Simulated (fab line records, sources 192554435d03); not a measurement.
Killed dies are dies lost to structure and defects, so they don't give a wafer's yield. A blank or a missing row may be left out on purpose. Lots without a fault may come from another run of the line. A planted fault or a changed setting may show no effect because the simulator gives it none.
One fault seen from 2 desks | flow n5_finfet | each desk has only its own numbers; what lay behind them comes last

THE TOOL OWNER'S DESK: rie_diel-04
The tool's own readings at N5_BEOL_M1_ETCHBACK_99 (etches SiO2 in CHF3, target depth 5 nm, time 10.4 s): means of the sampled wafers that have a number, for each lot that ran on this tool. A lot is out of limits, marked OUT, if its mean lies more than 4 standard deviations from the usual mean; the brackets give that distance.
Columns: A = drypump_motor_current_A at N5_BEOL_M1_ETCHBACK_99, usual 5.6 A; B = oes_product_au at N5_BEOL_M1_ETCHBACK_99, usual 0.82 a.u.; C = rf_vpp_V at N5_BEOL_M1_ETCHBACK_99, usual 243 V; D = showerhead_plenum_p_Torr at N5_BEOL_M1_ETCHBACK_99, usual 2.17 Torr; E = throttle_valve_pct at N5_BEOL_M1_ETCHBACK_99, usual 17.16 %
lot  | first seen here | A   | B    | C   | D    | E
L508 | day 6 23:37     | 5.4 | 0.76 | 243 | 2.15 | 17.28
L506 | day 7 02:53     | 5.5 | 0.74 | 239 | 2.12 | 17.28
L512 | day 8 06:40     | 4.9 | 0.87 | 242 | 2.24 | 16.99
L517 | day 9 11:54     | 5.5 | 1.05 | 245 | 2.29 | 17.09
This desk's finding: nothing out of limits on any of the 4 lots.

THE METROLOGY DESK
What the gauges read, lot by lot, whatever tool the lot ran on: means of the sampled wafers that have a number. A lot is out of limits, marked OUT, if its mean lies more than 4 standard deviations from the usual mean; the brackets give that distance. Of its 11 readings 7 are shown: those that lie furthest out on some lot.
Columns: A = cd_nm at N5_BEOL_M1_CD_MEAS_18, usual 18.0 nm; B = IOFF_N at N5_BEOL_M4_RC_MEAS_101, usual 0.159 nA/um; C = IOFF_P at N5_BEOL_M4_RC_MEAS_101, usual 0.21 nA/um; D = ION_N at N5_BEOL_M4_RC_MEAS_101, usual 670 uA/um; E = ION_P at N5_BEOL_M4_RC_MEAS_101, usual 459 uA/um; F = VT_N at N5_BEOL_M4_RC_MEAS_101, usual 250 mV; G = VT_P at N5_BEOL_M4_RC_MEAS_101, usual -250 mV
lot  | first seen here | A    | B     | C    | D   | E   | F   | G
L508 | day 6 21:58     | 18.0 | 0.149 | 0.22 | 672 | 463 | 251 | -248
L506 | day 7 00:02     | 17.9 | 0.156 | 0.20 | 668 | 455 | 250 | -252
L511 | day 7 15:14     | 17.9 | 0.166 | 0.20 | 676 | 461 | 249 | -250
L512 | day 8 02:13     | 17.9 | 0.180 | 0.26 | 679 | 470 | 246 | -247
L517 | day 9 03:41     | 18.0 | 0.158 | 0.20 | 659 | 450 | 252 | -254
L520 | day 9 22:12     | 18.3 | 0.128 | 0.18 | 656 | 453 | 254 | -253
L521 | day 9 23:53     | 17.6 | 0.139 | 0.20 | 656 | 452 | 252 | -253
L527 | day 11 03:57    | 18.0 | 0.152 | 0.17 | 666 | 450 | 253 | -258
L528 | day 11 12:05    | 17.9 | 0.157 | 0.22 | 666 | 463 | 251 | -249
This desk's finding: nothing out of limits on any of the 9 lots.

PUT TOGETHER
The tool owner's desk saw nothing out of limits.
The metrology desk saw nothing out of limits.

WHAT THE SIMULATOR HAD PUT IN
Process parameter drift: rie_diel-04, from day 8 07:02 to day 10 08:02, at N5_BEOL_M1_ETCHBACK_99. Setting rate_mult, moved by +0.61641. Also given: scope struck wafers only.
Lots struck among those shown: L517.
